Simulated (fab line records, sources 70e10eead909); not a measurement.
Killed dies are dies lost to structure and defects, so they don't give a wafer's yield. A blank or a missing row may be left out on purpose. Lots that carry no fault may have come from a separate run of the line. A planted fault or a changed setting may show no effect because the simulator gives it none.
Chamber matching -- flow nand harc -- NHARC_P_STI_DESCUM_14 on rie diel-06 has 4 sister chambers
The step chemistry O2, time 3 s. 18 wafers are shown with their chamber, then 9 later ones without.

## WAFERS WITH THEIR CHAMBER
wafer,chamber,drypump motor current A (A),rf vpp V (V),oes product au (a.u.)
L074.1,1,5.6,59.6,1.008
L074.3,2,5.0,56.9,0.994
L074.6,3,5.7,56.4,1.001
L075.2,0,5.3,56.7,1.004
L075.3,1,5.6,59.0,1.005
L075.4,2,5.0,58.3,1.002
L076.1,3,5.7,56.2,1.002
L076.2,2,5.0,59.8,0.997
L076.3,1,5.6,59.5,1.001
L078.2,0,5.3,57.2,1.007
L078.3,3,5.7,57.6,1.001
L078.5,3,5.8,56.4,0.995
L081.1,2,5.0,57.6,1.008
L081.2,1,5.7,59.9,1.004
L081.5,0,5.3,58.4,1.001
L082.1,0,5.3,57.1,0.999
L082.4,2,5.0,57.9,1.004
L082.6,0,5.3,58.6,1.004

SIGNATURES (means of the wafers above)
reading,chamber 0,chamber 1,chamber 2,chamber 3,scatter within a chamber
drypump motor current A,5.300,5.625,5.000,5.725,0.0327
rf vpp V,57.600,59.500,58.100,56.650,0.809
oes product au,1.00300,1.00450,1.00100,0.99975,0.00394
Rule: a wafer lies at a distance from a chamber equal to the root of the sum of squares, over the readings, of (its reading less the chamber's mean, divided by the reading's scatter). The wafer belongs to the nearest chamber; if the next one is less than 2 further off, it can't be placed. How the scatter is found: for the shown wafers, subtract from each reading the mean of its chamber, square and add these, divide the total by (wafers less chambers), then take the root.

## WAFERS WHOSE CHAMBER IS MISSING
wafer,drypump motor current A (A),rf vpp V (V),oes product au (a.u.)
L087.2,5.0,59.4,1.001
L087.3,5.3,58.3,0.989
L087.4,5.8,56.8,0.991
L089.1,5.7,58.6,0.994
L089.3,5.3,58.4,1.005
L089.4,5.0,59.6,0.997
L091.1,5.3,57.3,1.002
L091.3,5.6,58.6,1.003
L091.4,5.6,57.1,1.006

## WHICH CHAMBER EACH WENT THROUGH
wafer,from the rows above,in truth
L087.2,2,2
L087.3,0,0
L087.4,3,3
L089.1,can't be placed: 3 or 1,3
L089.3,0,0
L089.4,2,2
L091.1,0,0
L091.3,1,1
L091.4,can't be placed: 1 or 3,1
Correctly placed: 7 of 9. From these rows, 2 cannot be placed; in 2 the true chamber is one of the candidates. Placed wrongly: 0.
